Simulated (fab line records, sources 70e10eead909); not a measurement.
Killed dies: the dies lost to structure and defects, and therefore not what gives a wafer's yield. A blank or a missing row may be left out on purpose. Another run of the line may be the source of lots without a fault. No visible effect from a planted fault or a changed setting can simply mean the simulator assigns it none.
Struck lot and sound lot, side by side / flow nandHarc / 15 out of 1159 route steps
Sound: wafers L960.1, L960.2, L960.5. Wafers L971.2, L971.3, L971.4 were the ones struck. At the end, the cause is stated.
Per side, at each step with rows, come the tool, then ch with its chambers, and then its first start. Under that, the readings that differ: sound wafers / struck wafers / difference of the means / sigmas: that difference in standard deviations of wafers without a fault.
alike: readings whose means differ by less than 2 such deviations, and words and numbers that are the same on both sides. not compared: withheld readings, readings that some wafer has no value for, bounds like >300 that may hide the same value, and numbers for which the record gives no deviation and whose values overlap.
A row with sigmas, a row that says differs or no value, or rows on one side alone: a step with any of these is where the two part. Numbers that have no deviation but don't overlap get no sigmas and don't part them. A reading missing from all wafers of one side parts the sides only when that side holds two or more wafers.

first, 3 steps without rows for these wafers: NHARC_A_CHANNEL_HOLE_D1_STRIP_41 (strips in N2/H2); NHARC_A_CHANNEL_HOLE_D1_STRIP_42 (strips in CF4/CHF3); NHARC_A_CHANNEL_HOLE_D1_STRIP_43 (strips in O2/COS).
NHARC_A_CHANNEL_HOLE_D1_ETCH_44: etches the open film in CF4/O2, target depth 140 nm, overetch 14 nm, time 77 s.
  sound on rieDiel-12 ch 1,2,3, day 10 10:23; struck on rieDiel-12 ch 0,2,3, day 12 19:37
  alike: drypumpMotorCurrentA, oesProductAu, rfVppV, showerheadPlenumPTorr, throttleValvePct
  not compared: rfHoursCounterH
NHARC_A_CHANNEL_HOLE_D1_STRIP_27: strips in O2.
  sound on rieDiel-12 ch 0,1,2; struck on rieDiel-12 ch 0,2,3
  alike: drypumpMotorCurrentA, oesProductAu, rfVppV, showerheadPlenumPTorr, throttleValvePct
  not compared: rfHoursCounterH
then, 2 steps without rows for these wafers: NHARC_A_CHANNEL_HOLE_D1_PRECLEAN_28 (cleans in SC1); NHARC_A_CHANNEL_HOLE_D1_SRD_29.
NHARC_A_CHANNEL_HOLE_D1_CD_MEAS_30:
  sound on cdSem-01, day 10 11:10; struck on cdSem-03, day 12 20:25
  alike: cdNm
NHARC_A_CHANNEL_HOLE_D1_XSEM_31:
  sound on xsem-01 ch 0, day 10 11:16; struck on xsem-01 ch 0, day 12 20:29
  alike: botCdNm, bowNm, tiltDeg
NHARC_A_CHANNEL_HOLE_D1_INSPECT_40:
  sound on defectInspect-01, day 10 11:21; struck on defectInspect-02, day 12 20:35
  alike: rawDefectCount
then, 2 steps without rows for these wafers: NHARC_A_CHANNEL_FILL_D1_PRECLEAN_00 (cleans in SC1); NHARC_A_CHANNEL_FILL_D1_SRD_01.
NHARC_A_CHANNEL_FILL_D1_ALD_02: deposits SiO2, target thk 6 nm, pulse time 10 s, ald cycles 60.
  sound on aldHk-03 ch 1,3, day 10 11:33; struck on aldHk-04 ch 0,2,3, day 12 20:47
  no value came back on the struck wafers for aldCycles, heaterPowerOuterW (W), heaterPowerW (W), precursorPulseHeightRel; on the sound wafers aldCycles reads 60 60 60
NHARC_A_CHANNEL_FILL_D1_ALD_03: deposits SiNx, target thk 6 nm, pulse time 60 s, ald cycles 58.
  sound on aldSinBatch-01 ch 0; struck on aldSinBatch-03 ch 0
  alike: chamberPressureTorr, precursorPulseHeightRel
-- jump in the record: it breaks off in module A_CHANNEL_FILL_D1 and resumes in module END (first step shown: number 1159 of the route), and 12 days separate the struck wafers' starts before and after --
NHARC_END_SORT_01:
  here the record holds rows for the struck wafers (prober-02 ch 0, day 24 13:23) but none for the sound ones

WHERE THEY PART
First at NHARC_A_CHANNEL_FILL_D1_ALD_02; last, within this record, at NHARC_END_SORT_01.

WHY: what the simulator had put in
Entire step skipped (aldHk-04, NHARC_A_CHANNEL_FILL_D1_ALD_02), from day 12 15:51 onward. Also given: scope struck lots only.
